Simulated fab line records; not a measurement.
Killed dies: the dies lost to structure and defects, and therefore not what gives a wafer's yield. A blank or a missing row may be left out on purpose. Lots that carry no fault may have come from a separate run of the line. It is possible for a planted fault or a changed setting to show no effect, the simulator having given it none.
A struck lot beside a sound one    flow nand harc    14 out of 1302 route steps
Sound: the wafers L843.1, L843.2, L843.3. Wafers struck: L853.1, L853.2, L853.5. At the end, the cause is stated.
Each step with rows lists, per side, the tool, then ch with its chambers, then its first start. Under that, the readings that differ: sound wafers    struck wafers    difference of the means    sigmas: that difference in standard deviations of wafers without a fault.
alike: words and numbers the same on both sides, and readings whose means are apart by under 2 such deviations; not compared: readings that were withheld, readings missing a value for some wafer, numbers with overlapping values and no deviation given by the record, and bounds like >300 which may hide the same value.
Wherever a step has rows on one side only, a row that says differs or no value, or a row with sigmas, the two part there. Numbers that don't overlap but have no deviation are shown without sigmas and don't part them. A reading missing from all wafers of one side parts the sides only when that side holds two or more wafers.

first, 1 step without rows for these wafers: NHARC_A_STAIRCASE_DESCUM_312 (chemistry O2, time 3 s).
NHARC_A_STAIRCASE_ETCH_313: etches the open film in CF4/CHF3.
  sound on rie diel-08 ch 0,1,2, day 17 15:48; struck on rie diel-07 ch 0,1,3, day 21 17:45
reading                sound              struck             difference  sigmas
oes product au (a.u.)  0.968 0.995 0.977  0.914 0.926 0.930  -0.057      -4
  alike: drypump motor current A, rf vpp V, showerhead plenum p Torr, throttle valve pct
  not compared: rf hours counter h
NHARC_A_STAIRCASE_HM_OPEN_463: chemistry O2/COS.
  sound on rie diel-08 ch 0,2,3; struck on rie diel-07 ch 0,1,2
reading                sound              struck             difference  sigmas
oes product au (a.u.)  1.011 1.002 1.009  0.975 0.984 1.001  -0.021      -3
  alike: drypump motor current A, rf vpp V, showerhead plenum p Torr, throttle valve pct
  not compared: rf hours counter h
then, 1 step without rows for these wafers: NHARC_A_STAIRCASE_STRIP_464 (strips in O2/COS).
NHARC_A_STAIRCASE_ETCH_453: etches the open film in CF4/O2, target depth 30 nm, overetch 3 nm, time 16.5 s.
  sound on rie diel-08 ch 0,1,2; struck on rie diel-07 ch 0,1,3
  alike: drypump motor current A, oes_f_703_au, oes product au, rf vpp V, showerhead plenum p Torr, throttle valve pct
  not compared: rf hours counter h
then, 1 step without rows for these wafers: NHARC_A_STAIRCASE_ETCH_315 (etches the open film in C4F8/O2/Ar, target depth 2500 nm, time 607.1 s).
NHARC_A_STAIRCASE_STRIP_316: strips in O2.
  sound on rie diel-08 ch 1,2,3; struck on rie diel-07 ch 0,1,2
  alike: drypump motor current A, oes product au, rf vpp V, showerhead plenum p Torr, throttle valve pct
  not compared: rf hours counter h
then, 3 steps without rows for these wafers: NHARC_A_STAIRCASE_STRIP_317 (strips in SPM, time 900 s); NHARC_A_STAIRCASE_PRECLEAN_318 (cleans in SC1); NHARC_A_STAIRCASE_SRD_329.
NHARC_A_STAIRCASE_ALD_415: deposits SiO2, target thk 30 nm, pulse time 6 s, ald cycles 300.
  sound on ald hk-04 ch 0,2,3, day 17 17:40; struck on ald hk-04 ch 1,2, day 21 19:35
  alike: heater power w, precursor pulse height rel
NHARC_A_STAIRCASE_ETCHBACK_416: etches the open film in C4F8/O2/Ar, target depth 36 nm, time 7.2 s.
  sound on rie diel-07 ch 0,1,2, day 17 19:45; struck on rie diel-07 ch 1,2,3, day 21 21:40
  no value came back on the struck wafers for any of 5 readings (bias w (W), chamber pressure mTorr (mTorr) and others); on the sound wafers bias w (W) reads 800.6 797.8 798.0
then, 1 step without rows for these wafers: NHARC_A_STAIRCASE_STRIP_476 (strips in O2, time 20 s).
-- break in the record here, with 7 days between the starts of the struck wafers on either side (left off in module A_STAIRCASE, picked up again in module END, where the first step shown is number 1302 on the route) --
NHARC_END_SORT_01:
  only the struck wafers appear in the record here, on prober-01 ch 0 at day 28 16:08; the sound ones have no rows

WHERE THEY PART
First at NHARC_A_STAIRCASE_ETCH_313; last, within this record, at NHARC_END_SORT_01.

WHY: what the simulator had put in
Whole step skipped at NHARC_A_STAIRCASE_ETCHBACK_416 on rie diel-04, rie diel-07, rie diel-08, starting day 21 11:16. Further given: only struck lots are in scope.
